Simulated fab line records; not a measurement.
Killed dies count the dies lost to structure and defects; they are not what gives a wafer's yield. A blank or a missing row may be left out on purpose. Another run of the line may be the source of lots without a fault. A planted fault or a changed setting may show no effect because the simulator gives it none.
Chamber matching :: flow nand harc :: NHARC_A_BLC_DESCUM_15 on rie diel-06 has 4 sister chambers
The step chemistry O2, time 3 s. 4 wafers are shown with their chamber, then 12 later ones without.

== WAFERS PAIRED WITH THEIR CHAMBERS ==
wafer: L086.5
chamber: 2
drypump motor current A (A): 6.6

wafer: L089.6
chamber: 3
drypump motor current A (A): 5.2

wafer: L087.5
chamber: 1
drypump motor current A (A): 5.7

wafer: L087.6
chamber: 0
drypump motor current A (A): 5.0

== WAFERS MISSING THEIR CHAMBER ==
wafer: L090.1
drypump motor current A (A): 5.0

wafer: L090.2
drypump motor current A (A): 5.2

wafer: L090.6
drypump motor current A (A): 5.2

wafer: L094.1
drypump motor current A (A): 6.6

wafer: L094.2
drypump motor current A (A): 5.2

wafer: L094.3
drypump motor current A (A): 5.0

wafer: L093.3
drypump motor current A (A): 5.7

wafer: L093.4
drypump motor current A (A): 5.0

wafer: L093.5
drypump motor current A (A): 6.5

wafer: L097.2
drypump motor current A (A): 5.7

wafer: L097.3
drypump motor current A (A): 5.0

wafer: L097.6
drypump motor current A (A): 5.0

== THE CHAMBER EACH PASSED THROUGH ==
wafer: L090.1
from the rows above: 0
in truth: 0

wafer: L090.2
from the rows above: 3
in truth: 3

wafer: L090.6
from the rows above: 3
in truth: 3

wafer: L094.1
from the rows above: 2
in truth: 2

wafer: L094.2
from the rows above: 3
in truth: 3

wafer: L094.3
from the rows above: 0
in truth: 0

wafer: L093.3
from the rows above: 1
in truth: 1

wafer: L093.4
from the rows above: 0
in truth: 0

wafer: L093.5
from the rows above: 2
in truth: 2

wafer: L097.2
from the rows above: 1
in truth: 1

wafer: L097.3
from the rows above: 0
in truth: 0

wafer: L097.6
from the rows above: 0
in truth: 0
Correct placement for 12 of the 12. Number that these rows cannot place: 0. Number placed wrongly: 0.
How it was worked out, from the rows above alone: a wafer's distance from a chamber is the root of the sum, over the readings, of the square of ((its reading less the chamber's mean) divided by the reading's scatter). If the next closest chamber is less than 2 further off than the closest, the wafer can't be placed; otherwise it belongs to the closest. The mean given for a chamber averages the wafers shown for that chamber. The scatter (one wafer shown for each chamber): square how far every hidden wafer sits from the nearest shown wafer, average those squares and take the square root.
